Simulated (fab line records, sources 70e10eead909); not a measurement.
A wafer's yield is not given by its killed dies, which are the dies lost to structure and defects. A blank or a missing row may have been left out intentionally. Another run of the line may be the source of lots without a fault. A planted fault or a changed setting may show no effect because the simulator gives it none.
The tool behind it: which one? | flow nand_harc | 11 lots, 33 wafers sampled, at 5 steps of a route of 1302

== WHAT EACH GAUGE READ, for each wafer ==
NHARC_A_SOURCE_PLATE_THK_MEAS_06: measures by ellipsometry.
lot  | measured     | on            | thk_nm (nm)
L299 | day 7 20:51  | film_metro-01 | 202.2 204.3 201.3
L300 | day 8 07:22  | film_metro-02 | 196.6 198.4 198.6
L301 | day 8 16:47  | film_metro-01 | 201.9 200.7 202.1
L303 | day 9 09:11  | film_metro-02 | 200.6 200.9 202.3
L304 | day 9 18:01  | film_metro-02 | 275.1 275.5 273.9 275.4 273.8 273.7
L315 | day 14 17:31 | film_metro-01 | 201.2 202.8 204.3
L316 | day 14 17:31 | film_metro-02 | 200.1 201.8 201.7
L317 | day 15 00:57 | film_metro-02 | 197.7 199.2 200.3
L318 | day 15 09:51 | film_metro-02 | 200.4 203.2 202.6
L321 | day 16 21:06 | film_metro-01 | 197.3 193.3 196.6
L322 | day 17 11:14 | film_metro-02 | 196.0 198.9 199.2

== WHICH TOOL RAN EACH LOT (tool, then ch and the chambers of the sampled wafers, then the start) ==
lot  | NHARC_P_BONDPAD_ETCH_24                       | NHARC_A_ZERO_WELL_DESCUM_12        | NHARC_A_ZERO_WELL_RTA_16         | NHARC_A_SOURCE_PLATE_CVD_03
L299 | rie_diel-08 ch 1,2,3, day 6 22:12 or earlier  | rie_diel-03 ch 1,2, day 6 22:12    | rtp_anneal-01 ch 0, day 6 23:20  | lpcvd_poly-04 ch 0, day 7 10:25
L300 | rie_diel-08 ch 0,1,2, day 7 10:41 or earlier  | rie_diel-03 ch 0,1,3, day 7 10:41  | rtp_anneal-01 ch 0, day 7 11:53  | lpcvd_poly-03 ch 0, day 7 21:25
L301 | rie_diel-02 ch 0,1,2, day 7 18:35 or earlier  | rie_diel-03 ch 0,2, day 7 18:35    | rtp_anneal-02 ch 0, day 7 19:40  | lpcvd_poly-02 ch 0, day 8 06:51
L303 | rie_diel-08 ch 0,2,3, day 8 10:43 or earlier  | rie_diel-03 ch 0,2,3, day 8 10:43  | rtp_anneal-02 ch 0, day 8 11:53  | lpcvd_poly-02 ch 0, day 8 21:56
L304 | rie_diel-02 ch 1,2,3, day 8 17:08 or earlier  | rie_diel-05 ch 0,1, day 8 17:08    | rtp_anneal-02 ch 0, day 8 18:15  | lpcvd_poly-04 ch 0, day 9 05:30
L315 | rie_diel-04 ch 0,1,2, day 13 20:16 or earlier | rie_diel-05 ch 0,1, day 13 20:16   | rtp_anneal-02 ch 0, day 13 21:23 | lpcvd_poly-04 ch 0, day 14 07:13
L316 | rie_diel-02 ch 1,3, day 13 17:37              | rie_diel-05 ch 1,3, day 13 21:13   | rtp_anneal-02 ch 0, day 13 22:22 | lpcvd_poly-04 ch 0, day 14 07:13
L317 | rie_diel-08 ch 2,3, day 14 03:53 or earlier   | rie_diel-03 ch 1,2,3, day 14 03:53 | rtp_anneal-02 ch 0, day 14 05:01 | lpcvd_poly-04 ch 0, day 14 14:32
L318 | rie_diel-02 ch 1,3, day 14 11:58 or earlier   | rie_diel-03 ch 0,1,2, day 14 11:58 | rtp_anneal-01 ch 0, day 14 13:04 | lpcvd_poly-04 ch 0, day 14 23:10
L321 | rie_diel-08 ch 0,2,3, day 15 23:39 or earlier | rie_diel-03 ch 0,1,2, day 15 23:39 | rtp_anneal-01 ch 0, day 16 00:47 | lpcvd_poly-03 ch 0, day 16 10:49
L322 | rie_diel-04 ch 0,1, day 16 10:05              | rie_diel-06 ch 0,2,3, day 16 13:43 | rtp_anneal-02 ch 0, day 16 14:49 | lpcvd_poly-04 ch 0, day 17 00:53
- NHARC_P_BONDPAD_ETCH_24: etches the open film in CF4/N2, target depth 30 nm, time 72.99 s.
- NHARC_A_ZERO_WELL_DESCUM_12: chemistry O2, time 3 s.
- NHARC_A_ZERO_WELL_RTA_16: time 10 s.
- NHARC_A_SOURCE_PLATE_CVD_03: deposits poly-Si, target thk 200 nm, time 4000 s.

== WHAT THE TOOLS THEMSELVES READ (means of the sampled wafers that have a number; where no wafer has one, the mark that the record gives instead) ==
NHARC_P_BONDPAD_ETCH_24.
lot  | tool        | drypump_motor_current_A (A) | oes_product_au (a.u.) | rf_vpp_V (V) | showerhead_plenum_p_Torr (Torr) | throttle_valve_pct (%)
L299 | rie_diel-08 | 5.6                         | 1.005                 | 312.7        | 2.59                            | 19.789
L300 | rie_diel-08 | 5.7                         | 1.003                 | 314.1        | 2.59                            | 19.786
L301 | rie_diel-02 | 6.1                         | 0.996                 | 314.8        | 2.68                            | 19.795
L303 | rie_diel-08 | 5.6                         | 1.007                 | 312.6        | 2.58                            | 19.801
L304 | rie_diel-02 | 6.1                         | 1.003                 | 317.0        | 2.79                            | 19.791
L315 | rie_diel-04 | 6.0                         | 0.996                 | 314.7        | 2.64                            | 19.788
L316 | rie_diel-02 | 6.0                         | 0.994                 | 317.9        | 2.79                            | 19.794
L317 | rie_diel-08 | 5.4                         | 1.009                 | 315.7        | 2.67                            | 19.786
L318 | rie_diel-02 | 6.0                         | 0.998                 | 316.2        | 2.79                            | 19.793
L321 | rie_diel-08 | 5.6                         | 1.005                 | 312.8        | 2.58                            | 19.798
L322 | rie_diel-04 | 5.7                         | 1.000                 | 316.1        | 2.70                            | 19.794

NHARC_A_ZERO_WELL_DESCUM_12.
lot  | tool        | drypump_motor_current_A (A) | oes_product_au (a.u.) | rf_vpp_V (V) | showerhead_plenum_p_Torr (Torr) | throttle_valve_pct (%)
L299 | rie_diel-03 | 5.9                         | 1.005                 | 57.6         | 2.00                            | 11.316
L300 | rie_diel-03 | 5.6                         | 1.000                 | 57.8         | 1.91                            | 11.309
L301 | rie_diel-03 | 5.6                         | 1.012                 | 57.3         | 1.89                            | 11.309
L303 | rie_diel-03 | 5.5                         | 1.010                 | 57.3         | 1.92                            | 11.315
L304 | rie_diel-05 | 6.0                         | 0.995                 | 58.0         | 1.96                            | 11.303
L315 | rie_diel-05 | 6.0                         | 0.994                 | 58.4         | 1.96                            | 11.305
L316 | rie_diel-05 | 5.7                         | 1.016                 | 57.4         | 1.81                            | 11.319
L317 | rie_diel-03 | 5.7                         | 1.005                 | 58.5         | 1.97                            | 11.304
L318 | rie_diel-03 | 5.8                         | 1.008                 | 58.2         | 1.94                            | 11.312
L321 | rie_diel-03 | 5.8                         | 1.004                 | 58.0         | 1.94                            | 11.308
L322 | rie_diel-06 | 5.4                         | 1.016                 | 58.3         | 1.93                            | 11.308

NHARC_A_ZERO_WELL_RTA_16.
lot  | tool          | lamp_power_pct (%) | wafer_temp_C_max
L299 | rtp_anneal-01 | 34.2               | 1001.9
L300 | rtp_anneal-01 | 34.2               | 1002.7
L301 | rtp_anneal-02 | 32.8               | 1005.9
L303 | rtp_anneal-02 | 32.8               | 1005.9
L304 | rtp_anneal-02 | 32.8               | 1005.9
L315 | rtp_anneal-02 | 32.8               | 1005.8
L316 | rtp_anneal-02 | 32.8               | 1006.2
L317 | rtp_anneal-02 | 32.8               | 1006.2
L318 | rtp_anneal-01 | 34.2               | 1002.2
L321 | rtp_anneal-01 | 34.2               | 1002.5
L322 | rtp_anneal-02 | 32.8               | 1006.0

NHARC_A_SOURCE_PLATE_CVD_03.
lot  | tool          | spike_tc_bottom_C (C) | spike_tc_centre_C (C) | spike_tc_lower_C (C) | spike_tc_top_C (C) | spike_tc_upper_C (C) | tube_center_temp_C (C)
L299 | lpcvd_poly-04 | 643                   | 619.8                 | 619.4                | 642.0              | 620.1                | 620
L300 | lpcvd_poly-03 | 636                   | 618.9                 | 619.5                | 642.2              | 620.0                | 620
L301 | lpcvd_poly-02 | 637                   | 620.1                 | 621.0                | 643.2              | 619.6                | 620
L303 | lpcvd_poly-02 | 638                   | 620.3                 | 622.1                | 642.8              | 620.2                | 620
L304 | lpcvd_poly-04 | 657                   | 634.1                 | 632.8                | 655.6              | 633.6                | 634
L315 | lpcvd_poly-04 | 643                   | 619.6                 | 619.4                | 642.0              | 620.0                | 620
L316 | lpcvd_poly-04 | 644                   | 618.8                 | 618.1                | 641.8              | 618.8                | 620
L317 | lpcvd_poly-04 | 643                   | 619.5                 | 618.9                | 642.7              | 619.4                | 620
L318 | lpcvd_poly-04 | 643                   | 619.8                 | 620.0                | 643.2              | 618.5                | 620
L321 | lpcvd_poly-03 | 638                   | 619.4                 | 619.0                | 642.3              | 620.8                | 620
L322 | lpcvd_poly-04 | 644                   | 620.3                 | 618.9                | 642.5              | 619.4                | 620

== THE ANSWER, worked out from the rows above alone ==
Rule: what is usual is taken from the lots themselves. Put in order of their means at a reading, lots are off if they are a third of the lots or fewer, leave a main group of 4 or more, and stand apart from it by a gap of 3 or more times the standard deviation of the main group's means; of several such gaps the widest counts. The tables above print the reading to a certain number of digits; a main group whose means all agree to those digits is not used. Also off: a lot with no number at a reading for which 4 or more lots have one. Where the step has rows for the other lots, those lots are counted as sound. Order of review: gauges by route order, followed by the tools' own readings, for which a lot's mean as printed above is used. The first step at which some lot is off is used, and at that step the reading that is off furthest; a lot without a number counts as furthest.
Off, at NHARC_A_SOURCE_PLATE_THK_MEAS_06 on thk_nm: L304. For the main group the mean is 200.2 nm and the standard deviation 2.3.
A tool fits if, at a process step before that reading, it ran every lot that is off, and no sound lot after the first of them. Not tried: the gauges at NHARC_A_SOURCE_PLATE_THK_MEAS_06; whatever is off there is also off at NHARC_A_SOURCE_PLATE_CVD_03, on other tools, and gauge error can't account for it. Because NHARC_P_BONDPAD_ETCH_24 lacks a start for some lots, the hours and order of its lots are taken from NHARC_A_ZERO_WELL_DESCUM_12. No candidate that was tried fits.

== WHAT THE SIMULATOR HAD INSERTED ==
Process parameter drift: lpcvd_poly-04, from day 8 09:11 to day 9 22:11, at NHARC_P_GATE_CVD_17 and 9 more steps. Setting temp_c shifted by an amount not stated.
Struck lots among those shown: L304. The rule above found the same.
